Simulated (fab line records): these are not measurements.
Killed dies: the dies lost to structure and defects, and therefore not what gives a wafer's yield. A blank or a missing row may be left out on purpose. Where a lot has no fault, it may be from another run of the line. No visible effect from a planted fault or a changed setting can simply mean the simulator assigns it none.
fab line records -- flow n5-finfet
record lots=10, wafers=30, last-day=17
route steps=1938 shown BEOL_M6@1211
lots with no fault: from the same line, run without faults
start-h: the number of hours between the record's first day and the start of the first shown wafer of the lot -- wait-h: hours from the lot's prior step to this one -- " as in the row above -- L1.1+2: a row that stands for several wafers -- - no value present, or no start provided -- * or withheld: withheld -- < > ~ a bound
route shown NAME@n: NAME is a module with steps in the file, n the number in the route of the first one -- usual: mean/standard deviation of fault-free wafers -- same: alike in all rows -- chamber/n: place in a boat -- sites: readings site by site -- _std_site: the standard deviation of these -- _edge_site: inner sites' mean taken away from outer sites' mean -- radius-mm: for every site, how far away it sits from the centre of the wafer -- mask NAME#n: copy n -- behind: the last tool/chamber to shape the wafer -- hold: why the lot went on hold/how many hours it stayed there/how the hold came to an end -- device: the n, p or np transistor that did not switch -- end of line: the same wafers' tests at the end of the route -- step lacking rows: just its recipe -- killed: at the first sort, the dies lost to defects and structure; wafer yield is something else -- map: the dies of a wafer, with x for killed, . for not killed, _ for no die there
set.NAME: the run value of the setting; set.NAME@STEP: its run value at that earlier step -- model.NAME: the simulator's own value behind a step, which no gauge read
the route's steps for a sample of lots (tables are steps, rows are wafers)
services: from which hour (start-h, from the record's first day; less than 0 if before it) a tool's chamber was out of use, for how many hours, and why
## steps
# step N5_BEOL_M6_ETCH_61
# recipe chemistry=CF4, target=SiARC, target-depth-a=455, mask-material=CAR-ArF, time-s=75.8, ion-energy-ev=80, pressure-mtorr=40, source-w=545, bias-w=36, Ar_flow_sccm=100, cf4-flow-sccm=100, ends=cleared
# usual drypump-motor-current-A=5.9/0.4, etch-rf-on-time-s=75.6/1.1, oes-product-au=0.67/0.07, rf-vpp-V=183.8/1.1, showerhead-plenum-p-Torr=2.13/0.06, throttle-valve-pct=15.60/0.27
lot.wafer,tool,chamber,start-h,wait-h,drypump-motor-current-A,etch-rf-on-time-s,oes-product-au,rf-hours-counter-h,rf-vpp-V,showerhead-plenum-p-Torr,throttle-valve-pct
L951.1,rie-diel-03,3,189.53,0.0,5.2,77.6,0.59,239,183.2,2.20,15.92
L951.4,rie-diel-03,0,189.53,0.0,6.1,74.3,0.76,34,183.6,2.10,15.29
L951.6,rie-diel-03,0,189.53,0.0,6.1,74.1,0.76,-,182.5,2.09,15.30
L954.1,rie-diel-04,3,196.36,0.0,6.2,75.4,0.67,106,183.1,2.07,15.28
L954.3,rie-diel-04,1,196.36,0.0,5.6,75.6,0.58,246,183.9,2.19,15.72
L954.6,rie-diel-04,3,196.36,0.0,6.2,75.4,0.67,-,181.9,2.07,15.29
L958.2,rie-diel-04,2,230.59,0.0,5.0,78.3,0.59,221,181.5,2.04,15.46
L958.3,rie-diel-04,3,230.59,0.0,6.2,74.5,0.67,123,183.7,2.06,15.31
L958.6,rie-diel-04,0,230.59,0.0,5.7,75.0,0.68,-,184.3,2.07,15.84
L957.2,rie-diel-04,2,230.96,0.0,4.9,78.7,0.58,222,183.6,2.04,15.44
L957.5,rie-diel-04,0,230.96,0.0,5.7,75.6,0.67,-,182.7,2.07,15.83
L957.6,rie-diel-04,2,230.96,0.0,4.9,78.5,0.59,-,183.1,2.04,15.46
L959.1,rie-diel-01,0,235.06,0.0,5.7,74.6,0.62,196,182.9,2.14,15.50
L959.2,rie-diel-01,3,235.06,0.0,6.4,74.5,0.79,25,186.3,2.26,15.28
L959.3,rie-diel-01,1,235.06,0.0,5.9,74.7,0.70,107,183.1,2.16,15.68
L966.2,rie-diel-03,1,287.10,0.0,5.9,74.2,0.84,4,183.6,2.11,15.46
L966.3,rie-diel-03,2,287.10,0.0,6.0,77.7,0.62,156,184.3,2.14,15.56
L966.5,rie-diel-03,3,287.10,0.0,5.2,76.1,0.77,-,183.3,2.19,15.47
L968.1,rie-diel-01,3,291.87,0.0,6.4,74.5,0.77,42,185.9,2.25,15.31
L968.2,rie-diel-01,2,291.87,0.0,6.4,74.9,0.63,192,184.4,2.13,16.12
L968.5,rie-diel-01,2,291.87,0.0,6.4,74.9,0.63,-,183.6,2.13,16.13
L969.1,rie-diel-01,2,301.88,0.0,6.4,76.2,0.62,195,183.0,2.13,16.14
L969.3,rie-diel-01,0,301.88,0.0,5.7,76.2,0.60,214,184.9,2.13,15.52
L969.5,rie-diel-01,1,301.88,0.0,6.0,76.6,0.67,-,183.8,2.15,15.72
L973.1,rie-diel-04,3,324.84,0.0,6.2,76.4,0.62,160,183.0,2.05,15.39
L973.2,rie-diel-04,0,324.84,0.0,5.7,76.4,0.64,149,182.7,2.05,15.92
L973.4,rie-diel-04,0,324.84,0.0,5.7,75.7,0.65,-,182.6,2.05,15.91
L971.2,rie-diel-04,0,325.09,0.0,5.7,74.8,0.65,149,182.3,2.05,15.90
L971.3,rie-diel-04,3,325.09,0.0,6.2,74.5,0.64,160,182.8,2.05,15.41
L971.4,rie-diel-04,0,325.09,0.0,5.7,74.8,0.66,-,183.4,2.05,15.90
# step N5_BEOL_M6_ETCH_65
# recipe chemistry=CF4, target=SiARC, target-depth-a=156, mask-material=CAR-EUV, time-s=26, ion-energy-ev=80, pressure-mtorr=40, source-w=545, bias-w=36, Ar_flow_sccm=100, cf4-flow-sccm=100, ends=cleared
# usual drypump-motor-current-A=5.9/0.38, etch-rf-on-time-s=25.9/0.35, oes-product-au=0.68/0.076, rf-vpp-V=183.9/1.1, showerhead-plenum-p-Torr=2.14/0.059, throttle-valve-pct=15.59/0.27
lot.wafer,tool,chamber,start-h,wait-h,drypump-motor-current-A,etch-rf-on-time-s,oes-product-au,rf-hours-counter-h,rf-vpp-V,showerhead-plenum-p-Torr,throttle-valve-pct
L951.1,rie-diel-03,0,193.79,0.0,6.1,25.4,0.76,34,182.2,2.09,15.28
L951.4,rie-diel-03,2,193.79,0.0,6.0,26.3,0.66,120,184.3,2.16,15.49
L951.6,rie-diel-03,2,193.79,0.0,6.0,26.3,0.65,-,184.5,2.16,15.48
L954.1,rie-diel-01,0,197.66,0.0,5.7,25.7,0.63,181,182.8,2.14,15.46
L954.3,rie-diel-01,1,197.66,0.0,6.0,25.8,0.71,92,185.5,2.17,15.64
L954.6,rie-diel-01,2,197.66,0.0,6.4,25.5,0.65,-,184.3,2.14,16.08
L958.2,rie-diel-01,1,231.88,0.0,6.0,25.9,0.70,105,184.7,2.16,15.68
L958.3,rie-diel-01,2,231.88,0.0,6.4,25.7,0.63,172,185.3,2.14,16.09
L958.6,rie-diel-01,3,231.88,0.0,6.4,25.5,0.80,-,185.4,2.26,15.25
L957.2,rie-diel-04,0,232.05,0.0,5.7,25.7,0.67,114,183.7,2.07,15.84
L957.5,rie-diel-04,1,232.05,0.0,5.6,25.2,0.86,-,183.7,2.19,15.25
L957.6,rie-diel-04,2,232.05,0.0,4.9,27.1,0.58,-,181.6,2.04,15.46
L959.1,rie-diel-04,3,237.51,0.0,6.2,25.8,0.65,126,182.5,2.06,15.34
L959.2,rie-diel-04,1,237.51,0.0,5.6,25.7,0.84,2,184.4,2.19,15.24
L959.3,rie-diel-04,0,237.51,0.0,5.7,25.9,0.67,116,183.1,2.06,15.84
L966.2,rie-diel-01,2,291.23,0.0,6.4,25.6,0.62,191,184.2,2.13,16.12
L966.3,rie-diel-01,1,291.23,0.0,6.0,26.1,0.67,125,183.8,2.15,15.70
L966.5,rie-diel-01,0,291.23,0.0,5.6,25.6,0.61,-,183.8,2.13,15.51
L968.1,rie-diel-04,3,293.79,0.0,6.2,25.8,0.63,149,183.0,2.05,15.37
L968.2,rie-diel-04,0,293.79,0.0,5.6,26.0,0.65,137,183.3,2.06,15.89
L968.5,rie-diel-04,3,293.79,0.0,6.2,26.0,0.63,-,183.3,2.05,15.38
L969.1,rie-diel-01,2,303.75,0.0,6.4,25.9,0.63,196,184.0,2.13,16.13
L969.3,rie-diel-01,1,303.75,0.0,6.0,26.2,0.67,130,184.4,2.15,15.73
L969.5,rie-diel-01,1,303.75,0.0,6.0,26.1,0.68,-,183.1,2.15,15.73
L973.1,rie-diel-04,0,327.11,0.0,5.6,26.1,0.64,150,181.9,2.05,15.91
L973.2,rie-diel-04,3,327.11,0.0,6.2,25.6,0.63,162,183.4,2.05,15.38
L973.4,rie-diel-04,3,327.11,0.0,6.2,25.8,0.63,-,182.9,2.05,15.40
L971.2,rie-diel-03,0,327.46,0.0,6.1,25.6,0.70,84,182.9,2.08,15.40
L971.3,rie-diel-03,2,327.46,0.0,6.0,26.3,0.62,168,184.7,2.14,15.57
L971.4,rie-diel-03,3,327.46,0.0,5.2,26.0,0.75,31,184.3,2.18,15.48
# step N5_BEOL_M6_ETCH_41
# recipe chemistry=CH3F/O2, target=SiCN, target-depth-a=297, taper-deg=2, time-s=52, ion-energy-ev=120, mask-material=TiN, pressure-mtorr=30, source-w=395, bias-w=75, Ar_flow_sccm=150, CH3F_flow_sccm=30, O2_flow_sccm=20
# usual drypump-motor-current-A=5.9/0.39, oes-product-au=0.79/0.089, rf-vpp-V=297.1/1.3, run-length-s=75.1/0.41, showerhead-plenum-p-Torr=2.00/0.059, throttle-valve-pct=16.30/0.26
lot.wafer,tool,chamber,start-h,wait-h,drypump-motor-current-A,oes-product-au,rf-hours-counter-h,rf-vpp-V,run-length-s,showerhead-plenum-p-Torr,throttle-valve-pct
L951.1,rie-diel-03,0,194.04,-,6.1,0.88,35,295.1,74.8,1.95,16.01
L951.4,rie-diel-03,2,194.04,-,6.0,0.76,120,296.7,75.5,2.02,16.19
L951.6,rie-diel-03,2,194.04,-,6.0,0.75,-,297.8,75.8,2.02,16.21
L954.1,rie-diel-01,0,197.91,-,5.7,0.74,181,297.1,75.1,2.00,16.14
L954.3,rie-diel-01,1,197.91,-,6.0,0.84,92,298.7,74.4,2.02,16.35
L954.6,rie-diel-01,2,197.91,-,6.4,0.76,-,298.5,74.9,2.00,16.77
L958.2,rie-diel-01,1,232.13,-,6.0,0.81,105,297.5,74.6,2.02,16.38
L958.3,rie-diel-01,2,232.13,-,6.4,0.75,172,297.1,74.9,1.99,16.79
L958.6,rie-diel-01,3,232.13,-,6.4,0.93,-,299.7,75.7,2.12,16.02
L957.2,rie-diel-04,0,232.30,-,5.7,0.79,114,296.1,75.8,1.93,16.57
L957.5,rie-diel-04,1,232.30,-,5.6,0.99,-,297.4,74.7,2.05,16.01
L957.6,rie-diel-04,2,232.30,-,5.0,0.68,-,295.8,75.1,1.90,16.15
L959.1,rie-diel-04,3,237.76,-,6.2,0.77,126,296.4,75.4,1.93,16.06
L959.2,rie-diel-04,1,237.76,-,5.6,0.99,2,297.5,75.0,2.05,15.99
L959.3,rie-diel-04,0,237.76,-,5.7,0.79,116,296.0,75.4,1.93,16.58
L966.2,rie-diel-01,2,291.49,-,6.4,0.72,191,296.3,75.5,1.99,16.84
L966.3,rie-diel-01,1,291.49,-,5.9,0.80,125,297.7,83.4,2.01,16.42
L966.5,rie-diel-01,0,291.49,-,5.6,0.71,-,298.0,84.5,1.99,16.20
L968.1,rie-diel-04,3,294.04,-,6.2,0.75,149,295.0,74.9,1.92,16.09
L968.2,rie-diel-04,0,294.04,-,5.7,0.77,137,296.4,75.5,1.92,16.60
L968.5,rie-diel-04,3,294.04,-,6.2,0.76,-,294.0,75.0,1.92,16.11
L969.1,rie-diel-01,2,304.00,-,6.4,0.72,196,296.7,75.1,1.99,16.85
L969.3,rie-diel-01,1,304.00,-,6.0,0.78,130,297.5,83.8,2.01,16.42
L969.5,rie-diel-01,1,304.00,-,6.0,0.79,-,297.7,83.5,2.01,16.42
L973.1,rie-diel-04,0,327.36,-,5.7,0.75,150,295.8,75.2,1.92,16.62
L973.2,rie-diel-04,3,327.36,-,6.2,0.73,162,295.9,74.8,1.92,16.12
L973.4,rie-diel-04,3,327.36,-,6.2,0.73,-,296.2,75.3,1.91,16.14
L971.2,rie-diel-03,0,327.71,-,6.1,0.81,84,294.9,74.8,1.94,16.09
L971.3,rie-diel-03,2,327.71,-,6.0,0.72,168,297.5,75.5,2.00,16.28
L971.4,rie-diel-03,3,327.71,-,5.2,0.87,31,298.5,75.0,2.04,16.20
# step N5_BEOL_M6_PRE_CLEAN_45
# recipe gas=H2/He, time-s=30, temp-c=250
# usual heater-power-w=339/35
lot.wafer,tool,chamber,start-h,wait-h,heater-power-w
L951.1,pvd-sputter-03,-,194.75,0.0,365
L951.4,pvd-sputter-03,-,194.75,0.0,345
L951.6,pvd-sputter-03,-,194.75,0.0,367
L954.1,pvd-sputter-01,-,198.61,0.0,287
L954.3,pvd-sputter-01,-,198.61,0.0,299
L954.6,pvd-sputter-01,-,198.61,0.0,387
L958.2,pvd-sputter-03,-,234.01,0.0,361
L958.3,pvd-sputter-03,-,234.01,0.0,356
L958.6,pvd-sputter-03,-,234.01,0.0,305
L957.2,pvd-sputter-01,-,234.11,0.0,284
L957.5,pvd-sputter-01,-,234.11,0.0,283
L957.6,pvd-sputter-01,-,234.11,0.0,380
L959.1,pvd-sputter-03,-,238.44,0.0,348
L959.2,pvd-sputter-03,-,238.44,0.0,295
L959.3,pvd-sputter-03,-,238.44,0.0,344
L966.2,pvd-sputter-02,-,292.35,0.0,334
L966.3,pvd-sputter-02,-,292.35,0.0,324
L966.5,pvd-sputter-02,-,292.35,0.0,333
L968.1,pvd-sputter-01,-,295.62,0.0,284
L968.2,pvd-sputter-01,-,295.62,0.0,341
L968.5,pvd-sputter-01,-,295.62,0.0,343
L969.1,pvd-sputter-01,-,305.28,0.0,349
L969.3,pvd-sputter-01,-,305.28,0.0,296
L969.5,pvd-sputter-01,-,305.28,0.0,376
L973.1,pvd-sputter-01,-,330.01,0.0,284
L973.2,pvd-sputter-01,-,330.01,0.0,350
L973.4,pvd-sputter-01,-,330.01,0.0,394
L971.2,pvd-sputter-03,-,330.01,0.0,337
L971.3,pvd-sputter-03,-,330.01,0.0,294
L971.4,pvd-sputter-03,-,330.01,0.0,337
## services
tool,chamber,start-h,hours,kind
rie-diel-01,3,179.40,9.7,repair
rie-diel-01,3,189.25,4.4,repair
rie-diel-04,1,204.31,-,clean
rie-diel-04,1,204.31,-,consumable-replace:focus-ring
rie-diel-04,1,204.31,27.6,scheduled-down
rie-diel-04,1,204.31,27.6,vent-cycle
rie-diel-01,3,218.62,7.3,repair
rie-diel-03,3,224.41,-,clean
rie-diel-03,3,224.41,-,consumable-replace:focus-ring
rie-diel-03,3,224.41,16.6,scheduled-down
rie-diel-03,3,224.41,16.6,vent-cycle
rie-diel-03,1,241.05,-,clean
rie-diel-04,0,264.37,1.6,repair
rie-diel-01,0,279.48,7.2,repair
rie-diel-03,-,290.80,2.8,pm
rie-diel-04,1,291.19,8.4,repair
pvd-sputter-02,-,306.31,3.3,repair
rie-diel-04,2,312.12,-,clean
rie-diel-04,2,312.12,-,consumable-replace:esc
rie-diel-04,2,312.12,-,consumable-replace:focus-ring
rie-diel-04,2,312.12,-,consumable-replace:showerhead
rie-diel-04,2,312.12,24.9,scheduled-down
rie-diel-04,2,312.12,24.9,vent-cycle
rie-diel-01,0,329.19,6.6,repair
## key
first-sign step=N5_BEOL_M6_ETCH_41, reading=run-length-s, direction=up, sigmas=21, usual=*, struck=*
effect none on later readings
met-at N5_BEOL_M6_ETCH_41
struck-lots L966,L969
struck-wafers L966.3,L966.5,L969.3,L969.5
not-acting-at N5_BEOL_M6_ETCH_61,N5_BEOL_M6_ETCH_65,N5_BEOL_M6_PRE_CLEAN_45
onset-between 232.13 291.49
fault kind=process-parameter-drift, tool=rie-diel-01, chamber=-, onset-h=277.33, steps=N5_BEOL_M6_ETCH_41, channel=time-s, offset=*, shape=step, end-h=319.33, scope=struck-wafers-only, acts-in=*, stated=*
